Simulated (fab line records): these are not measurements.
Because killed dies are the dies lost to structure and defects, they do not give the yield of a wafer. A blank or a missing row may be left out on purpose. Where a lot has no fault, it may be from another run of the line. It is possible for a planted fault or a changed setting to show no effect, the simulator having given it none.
Which of the tools did it? | flow n5-finfet | 9 lots with 26 wafers sampled at 5 steps, on a route of 1938 steps

== WHAT EACH GAUGE READ, for each wafer ==
N5_BEOL_M4_RC_MEAS_101. Usual: DIBL_N 36.0 mV/V, standard deviation 2.5; DIBL_P 36.2 mV/V, standard deviation 3; IOFF_N 0.16 nA/um, standard deviation 0.044; IOFF_P 0.21 nA/um, standard deviation 0.049; ION_N 671 uA/um, standard deviation 15; ION_P 461 uA/um, standard deviation 8.7; SS_N 71.5 mV/dec, standard deviation 0.72; SS_P 73.4 mV/dec, standard deviation 0.9; VT_N 251 mV, standard deviation 4.4; VT_P -250 mV, standard deviation 4.
lot  | measured     | on        | DIBL_N (mV/V)  | DIBL_P (mV/V)  | IOFF_N (nA/um) | IOFF_P (nA/um) | ION_N (uA/um) | ION_P (uA/um) | SS_N (mV/dec)  | SS_P (mV/dec)  | VT_N (mV)   | VT_P (mV)      | flag
L545 | day 8 12:22  | prober-01 | 34.7 36.7 33.9 | 33.8 36.3 32.7 | 0.13 0.16 0.12 | 0.20 0.24 0.19 | 653 672 667   | 456 469 468   | 71.5 71.4 71.0 | 72.0 73.8 72.1 | 255 249 252 | -250 -243 -246 |
L548 | day 9 14:58  | prober-02 | 32.7 37.3 35.7 | 34.3 40.0 38.5 | 0.12 0.20 0.16 | 0.18 0.24 0.24 | 656 677 663   | 455 459 461   | 70.9 72.3 71.7 | 72.2 74.3 74.3 | 252 247 253 | -249 -249 -247 |
L549 | day 9 23:35  | prober-01 | 37.4 38.0 38.5 | 38.6 39.2 39.4 | 0.19 0.19 0.20 | 0.24 0.25 0.24 | 694 670 678   | 470 454 457   | 72.2 72.3 72.9 | 73.8 73.3 74.5 | 249 250 249 | -247 -252 -251 |
L558 | day 11 18:24 | prober-01 | 36.0 36.6 35.9 | 36.7 38.2 35.8 | 0.15 0.17 0.15 | 0.22 0.24 0.19 | 671 686 658   | 461 471 450   | 71.7 71.6 72.3 | 73.2 74.0 73.3 | 252 250 254 | -247 -244 -253 |
L560 | day 12 11:42 | prober-02 | 34.1 37.7 34.2 | 35.5 38.3 35.0 | 0.13 0.21 0.14 | 0.21 0.25 0.20 | 669 676 667   | 466 466 466   | 71.0 72.5 71.3 | 73.4 74.1 73.2 | 251 247 249 | -248 -247 -252 |
L559 | day 12 12:41 | prober-01 | 34.6 38.4 39.2 | 35.0 39.2 41.3 | 0.12 0.19 0.21 | 0.17 0.25 0.28 | 659 686 685   | 452 464 466   | 70.8 71.7 72.1 | 72.6 74.5 73.9 | 257 248 247 | -250 -249 -249 |
L564 | day 12 22:44 | prober-01 | 33.0 32.5 35.2 | 31.1 31.6 35.9 | 0.10 0.10 0.14 | 0.15 0.15 0.21 | 653 643 668   | 454 447 456   | 71.0 70.5 71.3 | 71.9 72.3 73.8 | 258 259 250 | -255 -253 -251 |
L567 | day 13 20:39 | prober-01 | 40.1 36.2 37.9 | 40.6 35.1 37.6 | 0.25 0.13 0.19 | 0.31 0.19 0.25 | 689 651 675   | 470 453 463   | 73.0 71.1 71.8 | 74.3 73.0 73.6 | 245 255 246 | -242 -252 -246 |
L568 | day 14 06:51 | prober-02 | 37.1 34.0      | 38.2 34.5      | 0.17 0.12      | 0.21 0.16      | 685 675       | 470 460       | 71.1 70.8      | 74.5 73.5      | 253 252     | -253 -258      |

== TOOL THAT RAN EACH LOT (tool first, then ch and the chambers of the sampled wafers, then the start) ==
lot  | N5_BEOL_M4_ILD_DEP_00           | N5_BEOL_M4_DESCUM_16               | N5_BEOL_M4_COAT_76                | N5_BEOL_M4_DESCUM_33
L545 | pecvd-02 ch 0,1,2, day 7 15:20  | rie-diel-02 ch 1,3, day 7 17:56    | litho-track-05 ch 0, day 7 18:26  | rie-diel-05 ch 0,1, day 7 18:57
L548 | pecvd-02 ch 0,2, day 9 04:39    | rie-diel-05 ch 0,1, day 9 07:46    | litho-track-05 ch 0, day 9 08:14  | rie-diel-05 ch 2,3, day 9 08:46
L549 | pecvd-01 ch 0,2, day 9 11:53    | rie-diel-05 ch 2,3, day 9 13:09    | litho-track-05 ch 0, day 9 13:37  | rie-diel-02 ch 0,1, day 9 14:09
L558 | pecvd-02 ch 0,2, day 11 09:44   | rie-diel-05 ch 0,1, day 11 10:41   | litho-track-04 ch 0, day 11 11:10 | rie-diel-01 ch 1,2,3, day 11 12:15
L560 | pecvd-03 ch 0,1, day 11 20:04   | rie-diel-05 ch 0,1,2, day 11 22:35 | litho-track-04 ch 0, day 11 23:14 | rie-diel-01 ch 0,1,3, day 11 23:55
L559 | pecvd-02 ch 0,1,2, day 11 21:53 | rie-diel-05 ch 0,2, day 11 22:53   | litho-track-01 ch 0, day 11 23:22 | rie-diel-01 ch 0,1,2, day 12 00:04
L564 | pecvd-01 ch 0,1, day 12 10:08   | rie-diel-01 ch 2,3, day 12 12:47   | litho-track-04 ch 0, day 12 13:22 | rie-diel-05 ch 0,1,3, day 12 13:50
L567 | pecvd-03 ch 0,2, day 13 05:59   | rie-diel-01 ch 2,3, day 13 08:03   | litho-track-05 ch 0, day 13 08:32 | rie-diel-02 ch 1,2,3, day 13 08:56
L568 | pecvd-03 ch 0,2, day 13 16:51   | rie-diel-02 ch 0, day 13 18:26     | litho-track-05 ch 0, day 13 18:55 | rie-diel-01 ch 0,3, day 13 19:20
- N5_BEOL_M4_ILD_DEP_00: deposits SiOC from DEMS/O2, target thk 79 nm, time 15.3 s.
- N5_BEOL_M4_DESCUM_16: chemistry O2, time 7 s.
- N5_BEOL_M4_COAT_76: time 60 s, resist thk 5 nm.
- N5_BEOL_M4_DESCUM_33: chemistry O2, time 7 s.

== AS READ BY THE TOOLS THEMSELVES (means over the sampled wafers that have a number; for cases with no such wafer, the mark the record gives instead) ==
N5_BEOL_M4_ILD_DEP_00. Usual: heater-power-w 472 W, standard deviation 110; rf-fwd-power-W 493.2 W, standard deviation 2.5; showerhead-plenum-p-Torr 5.691 Torr, standard deviation 0.017; throttle-valve-pct 12.0 %, standard deviation 1.1.
lot  | tool     | heater-power-w (W) | rf-fwd-power-W (W) | showerhead-plenum-p-Torr (Torr) | throttle-valve-pct (%) | flag
L545 | pecvd-02 | 454                | 495.0              | 5.701                           | 11.2                   |
L548 | pecvd-02 | 431                | 494.6              | 5.704                           | 11.0                   |
L549 | pecvd-01 | 589                | 493.4              | 5.696                           | 12.1                   |
L558 | pecvd-02 | 411                | 496.0              | 5.716                           | 11.0                   |
L560 | pecvd-03 | 469                | 491.0              | 5.682                           | 14.0                   |
L559 | pecvd-02 | 491                | 495.2              | 5.705                           | 11.3                   |
L564 | pecvd-01 | 464                | 493.0              | 5.695                           | 11.9                   |
L567 | pecvd-03 | 500                | 490.2              | 5.689                           | 13.4                   |
L568 | pecvd-03 | 488                | 490.9              | 5.694                           | 12.7                   |

N5_BEOL_M4_DESCUM_16. Usual: drypump-motor-current-A 5.7 A, standard deviation 0.48; oes-product-au 0.75 a.u., standard deviation 0.088; rf-fwd-power-W 49.45 W, standard deviation 0.22; rf-vpp-V 243.3 V, standard deviation 1.2; showerhead-plenum-p-Torr 2.10 Torr, standard deviation 0.07; throttle-valve-pct 20.58 %, standard deviation 0.3.
lot  | tool        | drypump-motor-current-A (A) | oes-product-au (a.u.) | rf-fwd-power-W (W) | rf-vpp-V (V) | showerhead-plenum-p-Torr (Torr) | throttle-valve-pct (%) | flag
L545 | rie-diel-02 | 5.9                         | 0.86                  | 49.40              | 242.2        | 2.04                            | 20.43                  |
L548 | rie-diel-05 | 5.8                         | 0.73                  | 49.54              | 241.9        | 2.06                            | 20.66                  |
L549 | rie-diel-05 | 5.7                         | 0.69                  | 49.27              | 243.5        | 2.12                            | 20.37                  |
L558 | rie-diel-05 | 5.8                         | 0.71                  | 49.46              | 241.7        | 2.05                            | 20.70                  |
L560 | rie-diel-05 | 5.7                         | 0.69                  | 49.46              | 242.8        | 2.08                            | 20.67                  |
L559 | rie-diel-05 | 6.2                         | 0.72                  | 49.51              | 241.8        | 2.02                            | 20.52                  |
L564 | rie-diel-01 | 5.7                         | 0.72                  | 49.15              | 243.3        | 2.10                            | 20.71                  |
L567 | rie-diel-01 | 5.7                         | 0.72                  | 49.13              | 244.4        | 2.10                            | 20.73                  |
L568 | rie-diel-02 | 5.3                         | 0.70                  | 49.74              | 242.6        | 2.07                            | 20.92                  |

N5_BEOL_M4_COAT_76. Usual: dispense-pressure-kPa 50.7 kPa, standard deviation 2.3; exhaust-pa 45.0 Pa, standard deviation 0.83; spin-speed-rpm 1499.8 rpm, standard deviation 0.94.
lot  | tool           | dispense-pressure-kPa (kPa) | exhaust-pa (Pa) | spin-speed-rpm (rpm) | flag
L545 | litho-track-05 | 49.4                        | 45.5            | 1500.4               |
L548 | litho-track-05 | 49.4                        | 46.0            | 1641.8               | OFF
L549 | litho-track-05 | 49.4                        | 45.4            | 1641.6               | OFF
L558 | litho-track-04 | 53.7                        | 45.9            | 1500.2               |
L560 | litho-track-04 | 53.7                        | 46.0            | 1499.0               |
L559 | litho-track-01 | 48.7                        | 43.4            | 1499.8               |
L564 | litho-track-04 | 53.6                        | 45.4            | 1499.2               |
L567 | litho-track-05 | 49.3                        | 45.0            | 1499.4               |
L568 | litho-track-05 | 49.3                        | 45.1            | 1499.5               |

N5_BEOL_M4_DESCUM_33. Usual: drypump-motor-current-A 5.8 A, standard deviation 0.44; oes-product-au 0.76 a.u., standard deviation 0.079; rf-fwd-power-W 49.39 W, standard deviation 0.2; rf-vpp-V 243.2 V, standard deviation 1.3; showerhead-plenum-p-Torr 2.10 Torr, standard deviation 0.073; throttle-valve-pct 20.6 %, standard deviation 0.32.
lot  | tool        | drypump-motor-current-A (A) | oes-product-au (a.u.) | rf-fwd-power-W (W) | rf-vpp-V (V) | showerhead-plenum-p-Torr (Torr) | throttle-valve-pct (%) | flag
L545 | rie-diel-05 | 5.8                         | 0.73                  | 49.67              | 242.9        | 2.06                            | 20.7                   |
L548 | rie-diel-05 | 5.8                         | 0.70                  | 49.60              | 242.9        | 2.10                            | 20.4                   |
L549 | rie-diel-02 | 5.7                         | 0.74                  | 49.52              | 242.3        | 2.03                            | 20.5                   |
L558 | rie-diel-01 | 6.0                         | 0.78                  | 49.17              | 243.7        | 2.14                            | 20.5                   |
L560 | rie-diel-01 | 6.2                         | 0.84                  | 49.46              | 244.5        | 2.16                            | 20.4                   |
L559 | rie-diel-01 | 6.2                         | 0.84                  | 49.33              | 244.5        | 2.20                            | 20.6                   |
L564 | rie-diel-05 | 5.6                         | 0.78                  | 49.48              | 244.2        | 2.10                            | 20.5                   |
L567 | rie-diel-02 | 5.8                         | 0.78                  | 49.38              | 242.4        | 2.04                            | 20.5                   |
L568 | rie-diel-01 | 6.0                         | 0.81                  | 49.23              | 244.0        | 2.15                            | 20.6                   |

== THE ANSWER, worked out from the rows above alone ==
Rule: lot off if the mean of its wafers having a number is beyond 3 standard deviations from the usual mean. A lot without any number at a reading at which 4 lots or more have one is off too. All remaining lots with rows at the step are treated as sound. The gauges are gone through in route order, then the tools' own readings, and for those a lot's mean is taken as printed above. At the first step where some lot is off, the reading lying furthest off is the one used; lots without a number count as furthest.
Off, at N5_BEOL_M4_COAT_76 on spin-speed-rpm: L548, L549.
If a tool, at that step or one of the process steps before it, ran each lot that is off and ran no sound lot following the first of them, it fits. None of those tried fits.

== WHAT THE SIMULATOR HAD INSERTED ==
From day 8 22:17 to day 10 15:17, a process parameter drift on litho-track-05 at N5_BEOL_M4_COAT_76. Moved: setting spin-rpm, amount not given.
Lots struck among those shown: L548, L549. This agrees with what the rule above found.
